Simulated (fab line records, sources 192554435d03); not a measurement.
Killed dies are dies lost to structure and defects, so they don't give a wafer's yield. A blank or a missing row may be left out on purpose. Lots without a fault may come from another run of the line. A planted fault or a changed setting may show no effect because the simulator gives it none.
Split-lot experiment | flow n5_finfet | 7 lots, 21 wafers read, on a route of 1938 steps

THE SPLIT
At N5_SD_EPI_P_EPI_21 (deposits SiGe:B, time 355 s), the setting epi_growth_time_s was moved away from the recipe's 355 s on 8 of the 21 wafers read, by +3.2% to +8.6%. The other wafers ran this setting at the recipe's value.

The file shows no step between the split and the reading.

THE READING
SiGe-B_of_SD_EPI_P_EPI_21.thk_nm (the simulator's own value, which no gauge read), in nm, at N5_SD_EPI_P_HM_STRIP_48 (strips SiNx in H3PO4, material SiNx, target depth 3 nm). The file gives no usual value for it. The 13 wafers here that ran the recipe average 60.6 nm, standard deviation 0.72 nm.

wafer  | tool, chamber at the split | epi_growth_time_s as run, s | against the recipe | SiGe-B_of_SD_EPI_P_EPI_21.thk_nm, nm | against lot-mates on the recipe
L075.4 | epi_rpcvd-01, 0            | 355                         | recipe             | 61                                   | -
L075.5 | epi_rpcvd-01, 0            | 355                         | recipe             | 61.6                                 | -
L075.6 | epi_rpcvd-01, 0            | 355                         | recipe             | 60.6                                 | -
L080.2 | epi_rpcvd-03, 0            | 355                         | recipe             | 61.6                                 | -
L080.4 | epi_rpcvd-03, 0            | 355                         | recipe             | 61.4                                 | -
L080.6 | epi_rpcvd-03, 0            | 385.7                       | +8.6%              | 64.8                                 | +3.3
L087.1 | epi_rpcvd-02, 0            | 382.5                       | +7.7%              | 63                                   | no lot-mate on the recipe
L087.2 | epi_rpcvd-02, 0            | 382.5                       | +7.7%              | 63                                   | no lot-mate on the recipe
L087.5 | epi_rpcvd-02, 0            | 382.5                       | +7.7%              | 63                                   | no lot-mate on the recipe
L091.1 | epi_rpcvd-02, 0            | 355                         | recipe             | 61.2                                 | -
L091.3 | epi_rpcvd-02, 0            | 355                         | recipe             | 60.4                                 | -
L091.5 | epi_rpcvd-02, 0            | 366.2                       | +3.2%              | 62.6                                 | +1.8
L092.2 | epi_rpcvd-01, 0            | 372                         | +4.8%              | 62.2                                 | no lot-mate on the recipe
L092.3 | epi_rpcvd-01, 0            | 372                         | +4.8%              | 63                                   | no lot-mate on the recipe
L092.4 | epi_rpcvd-01, 0            | 372                         | +4.8%              | 63                                   | no lot-mate on the recipe
L095.1 | epi_rpcvd-01, 0            | 355                         | recipe             | 59.8                                 | -
L095.4 | epi_rpcvd-01, 0            | 355                         | recipe             | 59.8                                 | -
L095.6 | epi_rpcvd-01, 0            | 355                         | recipe             | 59.6                                 | -
L096.1 | epi_rpcvd-02, 0            | 355                         | recipe             | 60.2                                 | -
L096.2 | epi_rpcvd-02, 0            | 355                         | recipe             | 60.4                                 | -
L096.5 | epi_rpcvd-02, 0            | 355                         | recipe             | 59.6                                 | -

THE FIT
A straight line over all 21 wafers: SiGe-B_of_SD_EPI_P_EPI_21.thk_nm changes by +0.386 nm for each +1% of epi_growth_time_s; r = +0.88; the points scatter about the line by 0.72 nm.
The same after taking each lot's own level away (the mean of its wafers on the recipe; 15 wafers): +0.4 nm for each +1%; r = +0.94; scatter 0.34 nm.
On that fit, the largest move of epi_growth_time_s shifts the reading by 3.5 nm.
The lots' own levels span 59.73 to 61.50 nm, that is 2.5 times the standard deviation above.
So the lot-to-lot level changes the slope little: the two slopes agree.
Check: with one of the wafers moved furthest among these (+8.6%) left out of the fit, the line predicts +4.93 nm for it against its lot-mates. It came out at +3.3 nm against them.

OTHER SPLITS ON THESE WAFERS
These wafers also went through other splits before the reading. Each is held against what the fit with the lots' levels taken away leaves over:
other split on the same wafers          | wafers away from the commonest value | r with SiGe-B_of_SD_EPI_P_EPI_21.thk_nm (lot level and that fit taken away)
N5_ZERO_LAYER_PECVD_02 time_s           | 8                                    | -0.53
N5_ZERO_LAYER_COAT_05 spin_rpm          | 5                                    | -0.58
N5_ZERO_LAYER_EXPOSE_08 dose_mj         | 7                                    | +0.45
N5_ZERO_LAYER_DEVELOP_10 develop_time_s | 8                                    | -0.02
N5_FIN_SAQP_MANDREL_ETCH_22 icp_w       | 5                                    | -0.32
N5_FIN_SAQP_SPACER1_ALD_24 ald_cycles   | 4                                    | +0.10
N5_DUMMY_GATE_COAT_28 spin_rpm          | 8                                    | +0.09
N5_SD_EPI_P_COAT_34 spin_rpm            | 3                                    | +0.43

THE WHOLE CHAIN: every reading that the file lists as answering this split, in the file's order
step                    | what it does                                           | reading                                                                           | change (the file's fit)               | r (the file's)
N5_SD_EPI_P_EPI_21      | deposits SiGe:B, time 355 s                            | SiGe-B_of_SD_EPI_P_EPI_21.thk_nm (the simulator's own value, which no gauge read) | +0.41 nm for each +1% of the setting  | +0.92
N5_SD_EPI_P_HM_STRIP_48 | strips SiNx in H3PO4, material SiNx, target depth 3 nm | SiGe-B_of_SD_EPI_P_EPI_21.thk_nm (the simulator's own value, which no gauge read) | +0.404 nm for each +1% of the setting | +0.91

THE FILE'S OWN FIT
SiGe-B_of_SD_EPI_P_EPI_21.thk_nm changes by +0.404 nm for each +1% of epi_growth_time_s, r = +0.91.
